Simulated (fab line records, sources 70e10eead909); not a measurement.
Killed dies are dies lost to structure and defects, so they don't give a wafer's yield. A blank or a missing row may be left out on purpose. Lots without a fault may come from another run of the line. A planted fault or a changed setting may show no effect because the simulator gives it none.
Chamber matching | flow nand_harc | NHARC_A_CONTACT_ETCH_78 on rie_diel-09: 4 sister chambers
The step etches the open film in O2/COS, target depth 5300 nm, time 1378 s. 4 wafers are shown with their chamber, then 8 later ones without.

WAFERS WITH THEIR CHAMBER
wafer  | chamber | showerhead_plenum_p_Torr (Torr)
L165.3 | 0       | 2.91
L174.1 | 2       | 2.89
L174.4 | 3       | 3.29
L177.2 | 1       | 3.15

WAFERS WITHOUT THEIR CHAMBER
wafer  | showerhead_plenum_p_Torr (Torr)
L177.4 | 2.90
L177.6 | 3.29
L178.1 | 2.89
L178.3 | 3.28
L178.6 | 3.28
L179.1 | 2.89
L179.4 | 3.28
L179.5 | 2.89

WHICH CHAMBER EACH WENT THROUGH
wafer  | from the rows above     | in truth
L177.4 | can't be placed: 2 or 0 | 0
L177.6 | 3                       | 3
L178.1 | 2                       | 2
L178.3 | 3                       | 3
L178.6 | 3                       | 3
L179.1 | 2                       | 2
L179.4 | 3                       | 3
L179.5 | 2                       | 2
Placed correctly: 7 of 8. Can't be placed from these rows: 1 (the true chamber is among the candidates in 1). Placed wrongly: 0.
How it was worked out, from the rows above alone: a wafer's distance from a chamber is the root of the sum, over the readings, of the square of ((its reading less the chamber's mean) divided by the reading's scatter). The wafer belongs to the nearest chamber; if the next one is less than 2 further off, it can't be placed. A chamber's mean is the mean of its shown wafers. The scatter: with one shown wafer a chamber, the root of the mean of the squares of how far each hidden wafer lies from its nearest shown one.
